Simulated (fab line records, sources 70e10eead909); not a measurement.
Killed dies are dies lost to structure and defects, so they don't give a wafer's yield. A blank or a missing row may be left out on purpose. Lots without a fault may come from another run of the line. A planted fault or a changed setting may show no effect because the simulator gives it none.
Chamber matching | flow nand_harc | NHARC_A_STAIRCASE_DESCUM_291 on rie_diel-07: 4 sister chambers
The step chemistry O2, time 3 s. 16 wafers are shown with their chamber, then 8 later ones without.

WAFERS WITH THEIR CHAMBER
wafer  | chamber | showerhead_plenum_p_Torr (Torr) | oes_product_au (a.u.) | throttle_valve_pct (%)
L078.1 | 0       | 2.07                            | 0.994                 | 11.304
L078.5 | 0       | 2.07                            | 0.981                 | 11.337
L078.6 | 3       | 1.93                            | 1.000                 | 11.307
L079.1 | 0       | 2.07                            | 0.988                 | 11.313
L079.2 | 3       | 1.93                            | 1.000                 | 11.310
L079.6 | 1       | 1.95                            | 0.996                 | 11.309
L080.1 | 1       | 1.95                            | 0.988                 | 11.311
L080.3 | 0       | 2.07                            | 0.996                 | 11.318
L080.5 | 1       | 1.95                            | 0.992                 | 11.307
L087.1 | 3       | 1.93                            | 0.994                 | 11.308
L087.4 | 1       | 1.95                            | 0.979                 | 11.299
L087.6 | 0       | 2.07                            | 0.983                 | 11.305
L086.1 | 3       | 1.93                            | 1.003                 | 11.316
L086.2 | 0       | 2.07                            | 0.985                 | 11.307
L086.5 | 2       | 1.88                            | 1.014                 | 11.318
L088.2 | 0       | 2.06                            | 0.986                 | 11.308

SIGNATURES (means of the wafers above)
reading                  | chamber 0 | chamber 1 | chamber 2 | chamber 3 | scatter within a chamber
showerhead_plenum_p_Torr | 2.0686    | 1.9500    | 1.8800    | 1.9300    | 0.00267
oes_product_au           | 0.98757   | 0.98875   | 1.01400   | 0.99925   | 0.00568
throttle_valve_pct       | 11.31314  | 11.30650  | 11.31800  | 11.31025  | 0.00884
Rule: a wafer's distance from a chamber is the root of the sum, over the readings, of the square of ((its reading less the chamber's mean) divided by the reading's scatter). The wafer belongs to the nearest chamber; if the next one is less than 2 further off, it can't be placed. The scatter: the root of (the sum of the squares of (reading less its chamber's mean) over the shown wafers, divided by (wafers less chambers)).

WAFERS WITHOUT THEIR CHAMBER
wafer  | showerhead_plenum_p_Torr (Torr) | oes_product_au (a.u.) | throttle_valve_pct (%)
L088.3 | 1.93                            | 0.991                 | 11.307
L088.6 | 1.88                            | 1.002                 | 11.311
L091.4 | 1.94                            | 0.986                 | 11.316
L091.5 | 1.92                            | 0.991                 | 11.321
L091.6 | 1.88                            | 1.007                 | 11.310
L092.3 | 1.92                            | 0.991                 | 11.319
L092.4 | 2.06                            | 1.001                 | 11.311
L092.6 | 1.92                            | 0.995                 | 11.314

WHICH CHAMBER EACH WENT THROUGH
wafer  | from the rows above     | in truth
L088.3 | 3                       | 3
L088.6 | 2                       | 2
L091.4 | can't be placed: 1 or 3 | 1
L091.5 | 3                       | 3
L091.6 | 2                       | 2
L092.3 | 3                       | 3
L092.4 | 0                       | 0
L092.6 | 3                       | 3
Placed correctly: 7 of 8. Can't be placed from these rows: 1 (the true chamber is among the candidates in 1). Placed wrongly: 0.
